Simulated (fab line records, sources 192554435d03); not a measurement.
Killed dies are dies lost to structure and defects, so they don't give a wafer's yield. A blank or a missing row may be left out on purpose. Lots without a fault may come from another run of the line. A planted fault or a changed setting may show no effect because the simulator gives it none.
fab line records | flow n5_finfet
record lots=6 wafers=18 last_day=18
route steps=1938 shown BEOL_M9@1428 PASSIVATION@1936
lots that met no fault: from a run of the same line without faults
start_h: hours from the record's first day to the start of the lot's first wafer shown | wait_h: hours since the lot's step before | " the same as in the row above | L1.1+2: a row that stands for several wafers | - no value, or no start given | * or withheld: withheld | < > ~ a bound
route shown NAME@n: a module of which the file shows steps, and the number in the route of the first | usual: mean/standard deviation of fault-free wafers | same: alike in all rows | chamber/n: place in a boat | sites: the reading at each site | _std_site: their standard deviation | _edge_site: outer sites' mean less inner sites' | radius_mm: how far each site lies from the wafer's centre | mask NAME#n: copy n | behind: the tool/chamber that last shaped the wafer | hold: why the lot was held/for how many hours/how that ended | device: the transistor (n, p or np) that didn't switch | end of line: the same wafers' tests at the end of the route | a step without rows: its recipe alone | killed: dies lost to structure and defects at the first sort, not the wafer's yield | map: a wafer's dies, x killed, . not, _ none there
set.NAME: the setting as run; set.NAME@STEP: as run at that earlier step | model.NAME: the simulator's own value behind a step, which no gauge read
lots at some steps of the route; a table a step, a row a wafer
services: from which hour (start_h, from the record's first day; less than 0 if before it) a tool's chamber was out of use, for how many hours, and why
## steps
# step N5_BEOL_M9_COAT_22
# recipe resist=CAR-EUV spin_rpm=1500 resist_thk_nm=30
# step N5_BEOL_M9_EBR_24
# recipe solvent=PGMEA ebr_width_mm=1.5
# step N5_BEOL_M9_SOFTBAKE_23
# recipe temp_c=110 time_s=60 resist=CAR-EUV
# step N5_BEOL_M9_EXPOSE_25
# recipe mask_id=V8 na=0.33 source_shape=annular sigma_inner=0.4 sigma_outer=0.8 polarization=unpolarized dose_mj=37.25
# step N5_BEOL_M9_PEB_26
# recipe peb_temp_c=100 peb_time_s=60 resist=CAR-EUV
# step N5_BEOL_M9_DEVELOP_27
# recipe develop_time_s=30 developer=TMAH resist=CAR-EUV rinse_liquid=surfactant_rinse dry=air_spin dev_temp_c=23
# step N5_BEOL_M9_CD_MEAS_28
# recipe target_cd_nm=70 landing_energy_ev=500 detector=se_inlens polarity=opening
# usual cd_nm=70.02/0.28
# columns lot.wafer tool chamber start_h wait_h cd_nm
L528.2 cd_sem-01 0 209.47 - 69.47
L528.4 " 0 " " 69.96
L528.6 " 0 " " 69.90
L529.1 cd_sem-03 0 217.89 - 70.11
L529.3 " 0 " " 70.30
L529.4 " 0 " " 69.87
L535.3 cd_sem-03 0 258.95 - 70.38
L535.5 " 0 " " 70.29
L535.6 " 0 " " 70.50
L537.1 cd_sem-01 0 269.65 - 70.00
L537.2 " 0 " " 70.00
L537.5 " 0 " " 69.64
L538.1 cd_sem-01 0 269.73 - 70.03
L538.2 " 0 " " 70.00
L538.4 " 0 " " 69.76
L550.2 cd_sem-02 0 361.01 - 70.10
L550.4 " 0 " " 70.27
L550.5 " 0 " " 69.63
# step N5_BEOL_M9_OVL_MEAS_29
# recipe points_per_wafer=522
# usual V8_OVL=0.3/0.68
# columns lot.wafer tool chamber start_h wait_h V8_OVL[nm]
L528.2 overlay-01 0 209.50 0.0 0.6
L528.4 " 0 " " 0.3
L528.6 " 0 " " 0.9
L529.1 overlay-01 0 217.92 0.0 1.0
L529.3 " 0 " " 0.6
L529.4 " 0 " " 0.7
L535.3 overlay-02 0 258.99 0.0 1.2
L535.5 " 0 " " 0.7
L535.6 " 0 " " 1.0
L537.1 overlay-02 0 269.68 0.0 0.5
L537.2 " 0 " " 0.8
L537.5 " 0 " " 1.0
L538.1 overlay-02 0 269.76 0.0 -0.3
L538.2 " 0 " " 0.1
L538.4 " 0 " " 1.2
L550.2 overlay-01 0 361.04 0.0 1.6
L550.4 " 0 " " 0.5
L550.5 " 0 " " 0.5
# step N5_BEOL_M9_INSPECT_30
# recipe mode=adi inspect_instrument=brightfield
# usual raw_defect_count=430/88
# columns lot.wafer tool chamber start_h wait_h raw_defect_count
L528.2 defect_inspect-01 - 209.56 0.0 497
L528.4 " - " " 438
L528.6 " - " " 297
L529.1 defect_inspect-01 - 217.98 0.1 441
L529.3 " - " " 446
L529.4 " - " " 408
L535.3 defect_inspect-01 - 259.03 0.0 369
L535.5 " - " " 457
L535.6 " - " " 468
L537.1 defect_inspect-02 - 269.73 0.1 490
L537.2 " - " " 369
L537.5 " - " " 396
L538.1 defect_inspect-02 - 269.82 0.1 567
L538.2 " - " " 398
L538.4 " - " " 335
L550.2 defect_inspect-02 - 361.10 0.0 413
L550.4 " - " " 464
L550.5 " - " " 368
# step N5_BEOL_M9_DESCUM_33
# recipe chemistry=O2 time_s=7 source_power_w=50 bias_power_w=20 pressure_mtorr=20 rf_frequency_hz=2.712e+07 temp_c=40 resist=CAR-EUV o2_flow_sccm=225
# usual drypump_motor_current_A=5.6/0.55 oes_product_au=0.78/0.082 rf_vpp_V=242.9/1.3 showerhead_plenum_p_Torr=2.08/0.062 throttle_valve_pct=20.43/0.26
# columns lot.wafer tool chamber start_h wait_h drypump_motor_current_A oes_product_au rf_hours_counter_h rf_vpp_V showerhead_plenum_p_Torr throttle_valve_pct
L528.2 rie_diel-06 2 209.59 0.0 5.0 0.90 40 243.8 2.05 19.97
L528.4 " 0 " " 6.2 0.75 177 239.9 1.99 20.59
L528.6 " 0 " " 6.2 0.75 - 240.4 1.99 20.58
L529.1 rie_diel-06 1 218.02 0.0 5.1 0.71 225 242.9 2.07 20.49
L529.3 " 0 " " 6.2 0.75 179 241.3 1.99 20.60
L529.4 " 2 " " 5.0 0.89 43 243.7 2.05 19.99
L535.3 rie_diel-06 0 259.07 0.0 6.2 0.73 189 241.0 1.99 20.61
L535.5 " 1 " " 5.1 0.70 - 242.5 2.07 20.50
L535.6 " 2 " " 5.0 0.87 - 242.2 2.04 20.00
L537.1 rie_diel-03 0 269.77 0.0 6.5 0.94 22 243.3 2.15 20.09
L537.2 " 1 " " 5.7 0.87 52 243.6 2.13 20.25
L537.5 " 0 " " 6.5 0.94 - 244.4 2.15 20.08
L538.1 rie_diel-06 2 270.23 0.4 4.9 0.87 59 242.7 2.04 20.00
L538.2 " 1 " " 5.0 0.70 240 243.4 2.07 20.52
L538.4 " 3 " " 5.8 0.77 129 244.9 2.19 20.36
L550.2 rie_diel-01 3 361.13 0.0 5.9 0.71 236 241.6 2.00 20.77
L550.4 " 0 " " 5.2 0.72 200 242.6 2.08 20.82
L550.5 " 0 " " 5.2 0.73 - 242.1 2.08 20.83
# step N5_BEOL_M9_ETCH_76
# recipe chemistry=N2/H2 target=underlayer target_depth_a=65 mask_material=CAR-EUV time_s=5.2 ion_energy_ev=200 pressure_mtorr=30 source_w=840 bias_w=150 n2_flow_sccm=200 h2_flow_sccm=200 ends=cleared
# usual drypump_motor_current_A=5.6/0.55 etch_rf_on_time_s=5.21/0.14 n2_flow_sccm=200.1/0.62 oes_product_au=0.66/0.068 rf_vpp_V=523.4/2.5 showerhead_plenum_p_Torr=2.52/0.078 throttle_valve_pct=17.84/0.23
# columns lot.wafer tool chamber start_h wait_h drypump_motor_current_A etch_rf_on_time_s n2_flow_sccm oes_product_au rf_hours_counter_h rf_vpp_V showerhead_plenum_p_Torr throttle_valve_pct
L528.2 rie_diel-06 2 209.62 0.0 5.0 5.24 199.8 0.75 40 522.5 2.49 17.46
L528.4 " 0 " " 6.3 5.31 199.9 0.64 177 518.3 2.41 17.97
L528.6 " 0 " " 6.3 5.34 199.7 0.64 - 519.8 2.41 17.95
L529.1 rie_diel-06 1 218.05 0.0 5.1 5.26 200.6 0.60 225 524.0 2.50 17.77
L529.3 " 0 " " 6.2 5.31 199.3 0.64 179 522.0 2.41 17.96
L529.4 " 2 " " 5.0 5.19 200.7 0.75 43 523.5 2.49 17.47
L535.3 rie_diel-06 0 259.10 0.0 6.2 5.37 199.8 0.63 189 518.8 2.40 17.98
L535.5 " 1 " " 5.0 5.29 199.7 0.60 - 523.4 2.49 17.79
L535.6 " 2 " " 5.0 5.19 199.7 0.74 - 521.3 2.48 17.46
L537.1 rie_diel-03 0 269.80 0.0 6.5 5.13 200.1 0.81 22 526.6 2.61 17.63
L537.2 " 1 " " 5.7 5.36 200.8 0.72 52 525.4 2.59 17.67
L537.5 " 0 " " 6.5 5.10 199.8 0.79 - 524.3 2.61 17.63
L538.1 rie_diel-06 2 270.26 0.0 4.9 5.20 200.0 0.73 59 521.3 2.48 17.49
L538.2 " 1 " " 5.1 5.32 200.0 0.60 240 521.1 2.49 17.79
L538.4 " 3 " " 5.7 5.15 199.7 0.66 129 529.2 2.65 17.74
L550.2 rie_diel-01 3 361.16 0.0 5.9 5.46 200.5 0.59 236 520.6 2.42 18.16
L550.4 " 0 " " 5.2 5.02 199.8 0.63 200 523.9 2.52 18.15
L550.5 " 0 " " 5.2 5.03 200.1 0.62 - 521.3 2.52 18.21
# step N5_BEOL_M9_ETCH_65
# recipe chemistry=CF4 target=SiARC target_depth_a=156 mask_material=CAR-EUV time_s=26 ion_energy_ev=80 pressure_mtorr=40 source_w=545 bias_w=36 Ar_flow_sccm=100 cf4_flow_sccm=100 ends=cleared
# usual drypump_motor_current_A=5.6/0.55 etch_rf_on_time_s=26.0/0.66 oes_product_au=0.66/0.067 rf_vpp_V=183.9/1.1 showerhead_plenum_p_Torr=2.13/0.063 throttle_valve_pct=15.61/0.27
# columns lot.wafer tool chamber start_h wait_h drypump_motor_current_A etch_rf_on_time_s oes_product_au rf_hours_counter_h rf_vpp_V showerhead_plenum_p_Torr throttle_valve_pct
L528.2 rie_diel-06 2 209.64 0.0 5.0 25.9 0.75 40 184.5 2.09 15.08
L528.4 " 0 " " 6.2 26.7 0.63 177 182.2 2.05 15.81
L528.6 " 0 " " 6.2 26.7 0.64 - 183.0 2.05 15.84
L529.1 rie_diel-06 1 218.07 0.0 5.0 26.3 0.61 225 182.7 2.12 15.73
L529.3 " 0 " " 6.2 26.7 0.63 179 181.9 2.05 15.82
L529.4 " 2 " " 5.0 26.3 0.75 43 183.2 2.09 15.08
L535.3 rie_diel-06 0 259.12 0.0 6.2 26.6 0.63 189 182.9 2.04 15.86
L535.5 " 1 " " 5.1 26.0 0.61 - 182.4 2.11 15.74
L535.6 " 2 " " 5.0 26.2 0.73 - 184.6 2.08 15.12
L537.1 rie_diel-03 0 269.82 0.0 6.5 25.7 0.79 22 185.2 2.18 15.10
L537.2 " 1 " " 5.7 26.7 0.73 52 185.6 2.17 15.37
L537.5 " 0 " " 6.5 25.8 0.79 - 184.0 2.18 15.13
L538.1 rie_diel-06 2 270.28 0.0 4.9 25.8 0.73 59 183.3 2.08 15.14
L538.2 " 1 " " 5.0 26.0 0.61 240 183.7 2.11 15.77
L538.4 " 3 " " 5.7 26.1 0.66 129 185.6 2.23 15.60
L550.2 rie_diel-01 3 361.18 0.0 5.9 27.3 0.59 236 182.5 2.03 15.80
L550.4 " 0 " " 5.2 25.3 0.63 200 182.9 2.13 16.02
L550.5 " 0 " " 5.2 25.0 0.63 - 184.9 2.13 16.02
# step N5_BEOL_M9_ETCH_66
# recipe chemistry=N2/H2 target=SOC target_depth_a=800 overetch_a=160 mask_material=SiARC temp_c=40 time_s=120 ion_energy_ev=200 pressure_mtorr=30 source_w=840 bias_w=150 n2_flow_sccm=200 h2_flow_sccm=200
# usual drypump_motor_current_A=5.6/0.55 n2_flow_sccm=199.9/0.61 oes_product_au=0.59/0.057 rf_vpp_V=523.3/2.4 showerhead_plenum_p_Torr=2.52/0.078 throttle_valve_pct=17.80/0.23
# columns lot.wafer tool chamber start_h wait_h drypump_motor_current_A n2_flow_sccm oes_product_au rf_hours_counter_h rf_vpp_V showerhead_plenum_p_Torr throttle_valve_pct model.SiARC_of_BEOL_M9_COAT_64.thk_nm
L528.2 rie_diel-06 2 209.67 0.0 5.0 198.8 0.67 40 522.0 2.49 17.39 6.4
L528.4 " 0 " " 6.2 200.0 0.58 177 519.2 2.41 17.94 6.6
L528.6 " 0 " " 6.3 198.9 0.58 - 519.8 2.41 17.94 6.6
L529.1 rie_diel-06 1 218.09 0.0 5.0 199.9 0.55 225 523.0 2.50 17.73 6.8
L529.3 " 0 " " 6.2 200.0 0.58 179 521.2 2.41 17.93 6.4
L529.4 " 2 " " 4.9 200.1 0.67 43 520.6 2.49 17.42 6.4
L535.3 rie_diel-06 0 259.15 0.0 6.2 199.7 0.57 189 520.1 2.40 17.96 6.6
L535.5 " 1 " " 5.1 199.7 0.55 - 523.5 2.49 17.75 4.6
L535.6 " 2 " " 5.0 201.4 0.66 - 519.8 2.48 17.43 4.2
L537.1 rie_diel-03 0 269.85 0.0 6.5 200.1 0.71 22 526.1 2.61 17.59 6.2
L537.2 " 1 " " 5.7 200.4 0.66 52 525.2 2.59 17.65 6.6
L537.5 " 0 " " 6.5 200.7 0.71 - 522.8 2.61 17.59 6.2
L538.1 rie_diel-06 2 270.31 0.0 5.0 200.6 0.65 59 522.6 2.48 17.43 6.2
L538.2 " 1 " " 5.1 200.0 0.55 240 523.1 2.49 17.77 4.8
L538.4 " 3 " " 5.8 200.2 0.59 129 527.3 2.65 17.69 6.2
L550.2 rie_diel-01 3 361.21 0.0 5.9 200.1 0.55 236 521.3 2.42 18.12 6.8
L550.4 " 0 " " 5.2 200.0 0.55 200 521.5 2.52 18.15 6.4
L550.5 " 0 " " 5.2 199.8 0.55 - 522.8 2.52 18.15 6.2
# step N5_BEOL_M9_STRIP_69
# recipe chemistry=N2/H2 temp_c=40 n2_flow_sccm=200 h2_flow_sccm=200 rf_frequency_hz=6e+07
# step N5_PASSIVATION_PROBE_49
# usual defect_limited_yield=91.3/1.7 killed_at_M0_to_M3=33/11 killed_at_M4_up=14/5.5 killed_at_contacts=13/6.5 killed_at_front_end=39/13 killed_at_other=3.4/2.9 killed_dies=103/20 killed_on_rim=14/4.3 killed_open=69/15 killed_short=32/8.1 sort_bin_5_function=5.1/1.1 sort_bin_6_memory=3.3/0.74 sort_n_pass=1077/20 sort_yield_pct=91.3/1.7
# same gross_dies=1180 killed_at_back_side=0 sort_bin_4_leakage[%]=0 sort_bin_8_speed[%]=0
# columns lot.wafer tool chamber start_h wait_h defect_limited_yield[%] killed_at_M0_to_M3 killed_at_M4_up killed_at_contacts killed_at_front_end killed_at_other killed_dies killed_on_rim killed_open killed_short sort_bin_5_function[%] sort_bin_6_memory[%] sort_n_pass sort_yield_pct[%]
L535.3 prober-02 - 331.87 0.1 92.2 26 15 5 45 1 92 12 64 22 4.4 3.1 1088 92.2
L535.5 prober-02 - 331.97 0.2 91.2 25 24 9 45 1 104 11 67 36 4.7 3.7 1076 91.2
L535.6 prober-02 - 332.02 0.3 92.0 25 20 17 32 0 94 9 59 35 5.1 2.5 1086 92.0
L538.1 prober-01 - 335.75 0.0 92.1 55 8 8 20 2 93 10 64 24 4.6 3.0 1087 92.1
L538.2 prober-01 - 335.80 0.1 90.8 54 8 5 41 1 109 14 62 46 6.3 2.7 1071 90.8
L538.4 prober-01 - 335.90 0.2 90.1 50 13 16 36 2 117 18 79 36 6.0 3.4 1063 90.1
L537.1 prober-02 - 337.72 0.0 89.7 39 18 10 50 4 121 14 75 44 6.6 3.5 1059 89.7
L537.2 prober-02 - 337.77 0.1 94.7 23 15 4 19 1 62 15 43 18 3.0 2.1 1118 94.7
L537.5 prober-02 - 337.92 0.2 93.3 39 11 2 26 1 79 8 44 34 3.6 3.0 1101 93.3
# killed by level:class
L535.3 STI_FIN_REVEAL:geometric_particle:open=13 FIN_SAQP:geometric_particle:open=8 BEOL_M4:geometric_particle:open=8 BEOL_M1:geometric_particle:open=6 MOL_CONTACT_COAG:geometric_particle:open=5 BEOL_M3:geometric_particle:open=5 STARTING-WAFER:geometric_particle:open=5 BEOL_M0_SAQP:geometric_particle:open=4
L535.5 BEOL_M4:geometric_particle:open=14 STI_FIN_REVEAL:geometric_particle:open=8 FIN_SAQP:geometric_particle:open=7 MOL_CONTACT_COAG:geometric_particle:open=6 BEOL_M1:geometric_particle:short=6 BEOL_M0_SAQP:geometric_particle:open=5 BEOL_M1:geometric_particle:open=5 STARTING-WAFER:geometric_particle:short=5
L535.6 MOL_CONTACT_COAG:geometric_particle:open=13 BEOL_M4:geometric_particle:open=9 FIN_SAQP:geometric_particle:open=5 STI_FIN_REVEAL:geometric_particle:open=5 BEOL_M5:geometric_particle:open=5 FIN_SAQP:geometric_particle:short=4 MOL_CONTACT_COAG:geometric_particle:short=4 BEOL_M0_SAQP:geometric_particle:short=4
L538.1 BEOL_M0_SAQP:geometric_particle:open=18 BEOL_M1:geometric_particle:open=14 BEOL_M0_SAQP:geometric_particle:short=7 MOL_CONTACT_COAG:geometric_particle:open=6 BEOL_M2:geometric_particle:open=6 DUMMY_GATE:geometric_particle:open=4 BEOL_M3:geometric_particle:short=4 BEOL_M4:geometric_particle:open=4
L538.2 BEOL_M0_SAQP:geometric_particle:short=16 BEOL_M0_SAQP:geometric_particle:open=15 FIN_SAQP:geometric_particle:open=10 BEOL_M3:geometric_particle:short=9 DUMMY_GATE:geometric_particle:open=7 BEOL_M1:geometric_particle:open=5 STARTING-WAFER:geometric_particle:short=5 FIN_SAQP:geometric_particle:short=4
L538.4 BEOL_M1:geometric_particle:open=16 MOL_CONTACT_COAG:geometric_particle:open=14 BEOL_M0_SAQP:geometric_particle:open=11 DUMMY_GATE:geometric_particle:open=10 BEOL_M0_SAQP:geometric_particle:short=10 STI_FIN_REVEAL:geometric_particle:open=5 BEOL_M4:geometric_particle:open=5 FIN_SAQP:geometric_particle:open=4
L537.1 BEOL_M4:geometric_particle:open=12 STI_FIN_REVEAL:geometric_particle:open=10 BEOL_M0_SAQP:geometric_particle:short=9 FIN_SAQP:geometric_particle:open=8 BEOL_M2:geometric_particle:open=8 MOL_CONTACT_COAG:geometric_particle:open=7 BEOL_M0_SAQP:geometric_particle:open=7 STARTING-WAFER:geometric_particle:short=7
L537.2 BEOL_M4:geometric_particle:open=7 BEOL_M0_SAQP:geometric_particle:open=5 BEOL_M2:geometric_particle:open=5 STARTING-WAFER:geometric_particle:short=5 ILD0:geometric_particle:open=4 MOL_CONTACT_COAG:geometric_particle:open=4 BEOL_M3:geometric_particle:open=4 BEOL_M1:geometric_particle:open=3
L537.5 BEOL_M0_SAQP:geometric_particle:short=11 BEOL_M0_SAQP:geometric_particle:open=9 FIN_SAQP:geometric_particle:open=5 GATE_CUT:geometric_particle:short=4 BEOL_M0:geometric_particle:open=4 STARTING-WAFER:geometric_particle:open=4 FIN_SAQP:geometric_particle:short=3 BEOL_M1:geometric_particle:open=3
## services
# columns tool chamber start_h hours kind
rie_diel-06 0 213.00 3.4 repair
rie_diel-03 2 217.30 - clean
rie_diel-03 2 217.30 - consumable_replace:focus_ring
rie_diel-03 2 217.30 20.1 scheduled_down
rie_diel-03 2 217.30 20.1 vent_cycle
rie_diel-01 1 226.18 3.6 repair
rie_diel-01 0 241.59 12.8 repair
rie_diel-03 2 266.47 4.2 repair
rie_diel-06 1 290.13 8.6 repair
rie_diel-01 - 294.76 1.2 repair
rie_diel-03 3 303.82 - clean
rie_diel-03 3 303.82 - consumable_replace:focus_ring
rie_diel-03 3 303.82 16.7 scheduled_down
rie_diel-03 3 303.82 16.7 vent_cycle
rie_diel-06 1 312.47 - clean
rie_diel-06 1 312.47 - consumable_replace:focus_ring
rie_diel-06 1 312.47 21.9 scheduled_down
rie_diel-06 1 312.47 21.9 vent_cycle
rie_diel-03 - 357.61 13.2 repair
## key
first_sign none at tools or gauges
model_effect step=N5_BEOL_M9_ETCH_66 value=SiARC_of_BEOL_M9_COAT_64.thk_nm without=6.6 struck=4.533
met_at N5_BEOL_M9_ETCH_66
struck_wafers L535.5,L535.6,L538.2
onset_between 218.09 259.15
fault kind=process_parameter_drift tool=rie_diel-06 chamber=- onset_h=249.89 steps=N5_BEOL_M9_ETCH_66 channel=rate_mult offset=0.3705 shape=step end_h=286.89 scope=struck_wafers_only
